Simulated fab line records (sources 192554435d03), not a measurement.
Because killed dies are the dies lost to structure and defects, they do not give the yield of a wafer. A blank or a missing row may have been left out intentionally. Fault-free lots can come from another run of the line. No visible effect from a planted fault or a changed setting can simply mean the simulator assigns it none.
Chamber matching :: flow n5-finfet :: N5_BEOL_M0_SAQP_ALD_48 on ald-sin-04 has 4 sister chambers
The step deposits SiO2, target thk 20 nm, pulse time 1 s, co reactant pulse time 1 s. 8 wafers are shown with their chamber, then 12 later ones without.

## WAFERS PAIRED WITH THEIR CHAMBERS
wafer: L079.5
chamber: 0
heater-power-w (W): 80
precursor-pulse-height-rel: 1.011

wafer: L087.1
chamber: 0
heater-power-w (W): 81
precursor-pulse-height-rel: 0.962

wafer: L087.3
chamber: 3
heater-power-w (W): 81
precursor-pulse-height-rel: 1.002

wafer: L087.5
chamber: 3
heater-power-w (W): 84
precursor-pulse-height-rel: 1.003

wafer: L087.6
chamber: 2
heater-power-w (W): 70
precursor-pulse-height-rel: 1.002

wafer: L088.2
chamber: 1
heater-power-w (W): 93
precursor-pulse-height-rel: 1.003

wafer: L088.4
chamber: 2
heater-power-w (W): 70
precursor-pulse-height-rel: 0.993

wafer: L088.5
chamber: 1
heater-power-w (W): 96
precursor-pulse-height-rel: 1.014

## WAFERS MISSING THEIR CHAMBER
wafer: L090.1
heater-power-w (W): 89
precursor-pulse-height-rel: 1.010

wafer: L090.2
heater-power-w (W): 83
precursor-pulse-height-rel: 1.002

wafer: L090.3
heater-power-w (W): 82
precursor-pulse-height-rel: 0.982

wafer: L090.4
heater-power-w (W): 68
precursor-pulse-height-rel: 1.007

wafer: L090.5
heater-power-w (W): 83
precursor-pulse-height-rel: 1.023

wafer: L090.6
heater-power-w (W): 81
precursor-pulse-height-rel: 0.979

wafer: L092.1
heater-power-w (W): 93
precursor-pulse-height-rel: 1.022

wafer: L092.2
heater-power-w (W): 70
precursor-pulse-height-rel: 0.978

wafer: L092.3
heater-power-w (W): 83
precursor-pulse-height-rel: 1.013

wafer: L095.2
heater-power-w (W): 93
precursor-pulse-height-rel: 1.028

wafer: L095.3
heater-power-w (W): 67
precursor-pulse-height-rel: 0.981

wafer: L095.4
heater-power-w (W): 85
precursor-pulse-height-rel: 1.011

## CHAMBER TAKEN BY EACH
wafer: L090.1
from the rows above: can't be placed: 1 or 3
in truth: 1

wafer: L090.2
from the rows above: can't be placed: 3 or 0
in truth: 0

wafer: L090.3
from the rows above: can't be placed: 0 or 3
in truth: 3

wafer: L090.4
from the rows above: 2
in truth: 2

wafer: L090.5
from the rows above: can't be placed: 3 or 0
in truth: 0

wafer: L090.6
from the rows above: can't be placed: 0 or 3
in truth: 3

wafer: L092.1
from the rows above: 1
in truth: 1

wafer: L092.2
from the rows above: 2
in truth: 2

wafer: L092.3
from the rows above: can't be placed: 3 or 0
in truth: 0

wafer: L095.2
from the rows above: 1
in truth: 1

wafer: L095.3
from the rows above: 2
in truth: 2

wafer: L095.4
from the rows above: can't be placed: 3 or 0
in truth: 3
Correct placement for 5 of the 12. Unplaceable from these rows: 7, with the true chamber sitting among the candidates in 7. 0 placed wrongly.
How it was worked out, from the rows above alone: a wafer's distance from a chamber is the root of the sum, over the readings, of the square of ((its reading less the chamber's mean) divided by the reading's scatter). The wafer belongs to the nearest chamber; if the next one is less than 2 further off, it can't be placed. Each chamber's mean is taken over the wafers shown for it. The scatter: take each reading less its chamber's mean, square it, sum over the shown wafers, divide by the number of wafers less the number of chambers, and take the root.
